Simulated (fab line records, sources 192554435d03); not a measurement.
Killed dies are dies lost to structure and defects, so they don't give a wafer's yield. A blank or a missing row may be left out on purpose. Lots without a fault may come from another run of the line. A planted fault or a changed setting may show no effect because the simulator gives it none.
Chamber matching | flow n5_finfet | N5_MOL_CONTACT_COAG_ALD_133 on ald_sin-04: 4 sister chambers
The step deposits SiO2, target thk 5 nm, pulse time 1 s, co reactant pulse time 1 s. 8 wafers are shown with their chamber, then 9 later ones without.

WAFERS WITH THEIR CHAMBER
wafer  | chamber | heater_power_w (W) | precursor_pulse_height_rel
L083.2 | 2       | 72                 | 0.995
L083.4 | 3       | 94                 | 1.000
L087.2 | 0       | 76                 | 0.976
L087.5 | 2       | 72                 | 1.009
L087.6 | 3       | 97                 | 0.962
L088.2 | 0       | 77                 | 0.981
L088.3 | 1       | 84                 | 0.998
L088.6 | 1       | 82                 | 1.010

WAFERS WITHOUT THEIR CHAMBER
wafer  | heater_power_w (W) | precursor_pulse_height_rel
L090.1 | 76                 | 0.990
L090.3 | 97                 | 1.012
L090.4 | 71                 | 1.000
L094.2 | 77                 | 1.018
L094.4 | 69                 | 0.979
L094.6 | 75                 | 0.986
L096.1 | 70                 | 0.992
L096.2 | 86                 | 0.992
L096.6 | 93                 | 1.026

WHICH CHAMBER EACH WENT THROUGH
wafer  | from the rows above          | in truth
L090.1 | 0                            | 0
L090.3 | 3                            | 3
L090.4 | 2                            | 2
L094.2 | can't be placed: 0 or 2 or 1 | 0
L094.4 | 2                            | 2
L094.6 | can't be placed: 0 or 2      | 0
L096.1 | 2                            | 2
L096.2 | 1                            | 1
L096.6 | 3                            | 3
Placed correctly: 7 of 9. Can't be placed from these rows: 2 (the true chamber is among the candidates in 2). Placed wrongly: 0.
How it was worked out, from the rows above alone: a wafer's distance from a chamber is the root of the sum, over the readings, of the square of ((its reading less the chamber's mean) divided by the reading's scatter). The wafer belongs to the nearest chamber; if the next one is less than 2 further off, it can't be placed. A chamber's mean is the mean of its shown wafers. The scatter: the root of (the sum of the squares of (reading less its chamber's mean) over the shown wafers, divided by (wafers less chambers)).
